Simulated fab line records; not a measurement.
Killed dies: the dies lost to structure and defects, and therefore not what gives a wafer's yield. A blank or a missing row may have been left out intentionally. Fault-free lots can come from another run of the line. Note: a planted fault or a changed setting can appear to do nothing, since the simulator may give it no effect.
Matching of chambers ; flow nand harc ; NHARC_A_STAIRCASE_TRIM_220 on rie diel-06 has 4 sister chambers
The step chemistry O2, time 211.2 s. 14 wafers are shown with their chamber, then 7 later ones without.

## WAFERS, EACH WITH ITS CHAMBER
wafer;chamber;showerhead plenum p Torr (Torr);drypump motor current A (A);throttle valve pct (%)
L075.2;2;3.44;5.4;17.023
L075.5;0;3.60;6.2;17.044
L075.6;3;3.60;6.2;17.036
L080.4;2;3.44;5.5;17.018
L080.5;3;3.60;6.1;17.029
L080.6;0;3.60;6.2;17.033
L081.1;1;3.52;5.7;17.027
L081.2;3;3.60;6.1;17.038
L081.4;2;3.44;5.4;17.033
L087.2;3;3.59;6.1;17.026
L087.4;1;3.51;5.8;17.033
L087.5;0;3.59;6.2;17.029
L089.1;3;3.59;6.1;17.027
L089.4;0;3.58;6.2;17.047

SIGNATURES (means of the wafers above)
reading;chamber 0;chamber 1;chamber 2;chamber 3;scatter within a chamber
showerhead plenum p Torr;3.5925;3.5150;3.4400;3.5960;0.00667
drypump motor current A;6.200;5.750;5.433;6.120;0.0443
throttle valve pct;17.03825;17.03000;17.02467;17.03120;0.0069
Rule: distance of a wafer from a chamber = root of the sum over the readings of ((wafer's reading minus chamber's mean) / reading's scatter) squared. If the next closest chamber is less than 2 further off than the closest, the wafer can't be placed; otherwise it belongs to the closest. The scatter: the root of (the sum of the squares of (reading less its chamber's mean) over the shown wafers, divided by (wafers less chambers)).

## WAFERS WITHOUT THEIR CHAMBER
wafer;showerhead plenum p Torr (Torr);drypump motor current A (A);throttle valve pct (%)
L089.6;3.43;5.5;17.021
L095.1;3.58;6.1;17.042
L095.2;3.42;5.4;17.046
L095.6;3.50;5.8;17.047
L097.2;3.49;5.7;17.032
L097.5;3.42;5.4;17.031
L097.6;3.58;6.1;17.040

## WHICH CHAMBER EACH ONE RAN IN
wafer;from the rows above;in truth
L089.6;2;2
L095.1;can't be placed: 3 or 0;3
L095.2;2;2
L095.6;1;1
L097.2;1;1
L097.5;2;2
L097.6;can't be placed: 3 or 0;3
Placed correctly: 5 of 7. Cannot be placed on the basis of these rows: 2; the candidates contain the true chamber in 2. 0 placed wrongly.
